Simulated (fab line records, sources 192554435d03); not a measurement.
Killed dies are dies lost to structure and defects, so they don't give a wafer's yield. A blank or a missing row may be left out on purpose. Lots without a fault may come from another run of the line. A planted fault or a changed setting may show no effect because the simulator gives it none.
Split-lot experiment | flow n5_finfet | 7 lots, 21 wafers read, on a route of 1938 steps

THE SPLIT
At N5_BEOL_M15_SPUTTER_43 (material TaN, target thk 15 nm, time 24.19 s), the setting time_s was moved away from the recipe's 24.19 s on 4 of the 21 wafers read, by -5.2% to +9.0%. The other wafers ran this setting at the recipe's value.

The reading is taken at the split's own step.

THE READING
TaN_of_BEOL_M15_SPUTTER_43.thk_nm (the simulator's own value, which no gauge read), in nm, at N5_BEOL_M15_SPUTTER_43 (material TaN, target thk 15 nm, time 24.19 s). The file gives no usual value for it. The 17 wafers here that ran the recipe average 14.9 nm, standard deviation 0.18 nm.

wafer  | tool, chamber at the split | time_s as run, s | against the recipe | TaN_of_BEOL_M15_SPUTTER_43.thk_nm, nm | against lot-mates on the recipe
L081.3 | pvd_sputter-02, -          | 24.19            | recipe             | 15.2                                  | -
L081.4 | pvd_sputter-02, -          | 25.92            | +7.2%              | 16                                    | +0.9
L081.6 | pvd_sputter-02, -          | 24.19            | recipe             | 15                                    | -
L083.2 | pvd_sputter-02, -          | 24.19            | recipe             | 15                                    | -
L083.4 | pvd_sputter-02, -          | 24.19            | recipe             | 15                                    | -
L083.6 | pvd_sputter-02, -          | 24.19            | recipe             | 15                                    | -
L087.2 | pvd_sputter-03, -          | 24.19            | recipe             | 15                                    | -
L087.5 | pvd_sputter-03, -          | 24.19            | recipe             | 15                                    | -
L087.6 | pvd_sputter-03, -          | 24.19            | recipe             | 15                                    | -
L088.1 | pvd_sputter-02, -          | 24.19            | recipe             | 15                                    | -
L088.5 | pvd_sputter-02, -          | 24.19            | recipe             | 15                                    | -
L088.3 | pvd_sputter-02, -          | 24.19            | recipe             | 14.8                                  | -
L095.2 | pvd_sputter-03, -          | 22.94            | -5.2%              | 14.2                                  | -0.8
L095.3 | pvd_sputter-03, -          | 22.94            | -5.2%              | 14.2                                  | -0.8
L095.4 | pvd_sputter-03, -          | 24.19            | recipe             | 15                                    | -
L097.3 | pvd_sputter-02, -          | 24.19            | recipe             | 14.8                                  | -
L097.5 | pvd_sputter-02, -          | 26.36            | +9.0%              | 16.4                                  | +1.5
L097.6 | pvd_sputter-02, -          | 24.19            | recipe             | 15                                    | -
L089.1 | pvd_sputter-02, -          | 24.19            | recipe             | 14.6                                  | -
L089.2 | pvd_sputter-02, -          | 24.19            | recipe             | 14.4                                  | -
L089.5 | pvd_sputter-02, -          | 24.19            | recipe             | 14.8                                  | -

THE FIT
A straight line over all 21 wafers: TaN_of_BEOL_M15_SPUTTER_43.thk_nm changes by +0.153 nm for each +1% of time_s; r = +0.94; the points scatter about the line by 0.18 nm.
The same after taking each lot's own level away (the mean of its wafers on the recipe; 21 wafers): +0.152 nm for each +1%; r = +0.98; scatter 0.1 nm.
On that fit, the largest move of time_s shifts the reading by 1.4 nm.
The lots' own levels span 14.60 to 15.10 nm, that is 2.7 times the standard deviation above.
So the lot-to-lot level changes the slope little: the two slopes agree.
Check: with one of the wafers moved furthest among these (+9.0%) left out of the fit, the line predicts +1.25 nm for it against its lot-mates. It came out at +1.5 nm against them.

OTHER SPLITS ON THESE WAFERS
These wafers also went through other splits before the reading. Each is held against what the fit with the lots' levels taken away leaves over:
other split on the same wafers    | wafers away from the commonest value | r with TaN_of_BEOL_M15_SPUTTER_43.thk_nm (lot level and that fit taken away)
N5_BEOL_M11_ETCH_66 time_s        | 6                                    | -0.19
N5_BEOL_M13_COAT_66 spin_rpm      | 6                                    | +0.07
N5_BEOL_M14_TRENCH_ETCH_34 bias_w | 9                                    | -0.11

THE FILE'S OWN FIT
TaN_of_BEOL_M15_SPUTTER_43.thk_nm changes by +0.152 nm for each +1% of time_s, r = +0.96.
